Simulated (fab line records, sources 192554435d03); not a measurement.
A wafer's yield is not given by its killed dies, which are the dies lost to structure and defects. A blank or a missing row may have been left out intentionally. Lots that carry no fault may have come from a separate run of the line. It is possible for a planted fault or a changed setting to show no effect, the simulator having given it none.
Which tool is to blame? | flow n5 finfet | 14 lots, 36 wafers sampled, at 1 step of a route of 1938

## WHAT EACH GAUGE READ, for each wafer
N5_BEOL_M8_CD_MEAS_35: target cd 40 nm. Usual: cd nm 40.2 nm, standard deviation 0.59.
lot  | measured     | on        | cd nm (nm)     | flag
L793 | day 10 06:43 | cd sem-03 | 40.4 39.6 41.1 |
L792 | day 10 12:58 | cd sem-02 | 40.3 40.5 39.6 |
L797 | day 11 04:45 | cd sem-02 | 40.5 40.9 40.4 |
L800 | day 11 06:56 | cd sem-01 | 39.9 40.5      |
L799 | day 11 14:55 | cd sem-02 | 39.4 40.5      |
L801 | day 12 07:11 | cd sem-01 | 40.8 39.8 39.9 |
L802 | day 13 04:19 | cd sem-03 | 40.3 40.4 39.6 |
L803 | day 13 04:43 | cd sem-01 | 39.4 40.0      |
L809 | day 13 17:39 | cd sem-01 | 41.0 40.7 39.9 |
L808 | day 14 00:28 | cd sem-03 | 40.1 40.7      |
L810 | day 14 02:55 | cd sem-03 | 39.5 40.7 40.2 |
L811 | day 14 07:02 | cd sem-01 | 41.4 40.1      |
L815 | day 15 19:22 | cd sem-01 | 41.1 40.2 39.7 |
L814 | day 15 21:13 | cd sem-03 | 38.8 39.5      |

## WHAT TOOL EACH LOT RAN ON (gives the tool, then ch and the chambers of the sampled wafers, and finally the start)
The record shows no process step preceding these readings.

## AS READ BY THE TOOLS THEMSELVES (means over the sampled wafers that have a number; for cases with no such wafer, the mark the record gives instead)
The record holds no such reading with a usual standard deviation.

## THE ANSWER, worked out from the rows above alone
Rule: a lot counts as off when the mean over its wafers that have a number is more than 3 standard deviations away from the usual mean. A lot without any number at a reading at which 4 lots or more have one is off too. All remaining lots with rows at the step are treated as sound. Order of review: gauges by route order, followed by the tools' own readings, for which a lot's mean as printed above is used. At the first step where some lot is off, the reading lying furthest off is the one used; lots without a number count as furthest.
No lot is off at any reading shown: from this, nothing can be told.

## WHAT WAS PUT IN BY THE SIMULATOR
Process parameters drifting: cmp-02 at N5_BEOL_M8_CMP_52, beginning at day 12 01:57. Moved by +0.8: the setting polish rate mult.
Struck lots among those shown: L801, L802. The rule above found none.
